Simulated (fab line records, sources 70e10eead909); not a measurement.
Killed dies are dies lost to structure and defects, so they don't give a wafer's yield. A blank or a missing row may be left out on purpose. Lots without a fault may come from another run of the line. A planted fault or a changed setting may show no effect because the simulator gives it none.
Chamber matching | flow nand_harc | NHARC_P_M0_CMP_23 on cmp-03: 4 sister chambers
The step polishes, t overpolish 20 s, target thk 117.54 nm. 4 wafers are shown with their chamber, then 9 later ones without.

WAFERS WITH THEIR CHAMBER
wafer  | chamber | motor_current_A (A)
L085.4 | 3       | 11.3
L087.4 | 2       | 11.9
L089.5 | 1       | 14.0
L089.6 | 0       | 13.3

WAFERS WITHOUT THEIR CHAMBER
wafer  | motor_current_A (A)
L090.1 | 12.8
L090.4 | 13.1
L090.6 | 13.8
L092.3 | 11.5
L092.4 | 13.5
L092.5 | 11.5
L097.3 | 13.9
L097.5 | 13.7
L097.6 | 11.1

WHICH CHAMBER EACH WENT THROUGH
wafer  | from the rows above     | in truth
L090.1 | can't be placed: 0 or 2 | 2
L090.4 | 0                       | 0
L090.6 | can't be placed: 1 or 0 | 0
L092.3 | can't be placed: 3 or 2 | 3
L092.4 | can't be placed: 0 or 1 | 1
L092.5 | can't be placed: 3 or 2 | 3
L097.3 | can't be placed: 1 or 0 | 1
L097.5 | can't be placed: 1 or 0 | 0
L097.6 | 3                       | 3
Placed correctly: 2 of 9. Can't be placed from these rows: 7 (the true chamber is among the candidates in 7). Placed wrongly: 0.
How it was worked out, from the rows above alone: a wafer's distance from a chamber is the root of the sum, over the readings, of the square of ((its reading less the chamber's mean) divided by the reading's scatter). The wafer belongs to the nearest chamber; if the next one is less than 2 further off, it can't be placed. A chamber's mean is the mean of its shown wafers. The scatter: with one shown wafer a chamber, the root of the mean of the squares of how far each hidden wafer lies from its nearest shown one.
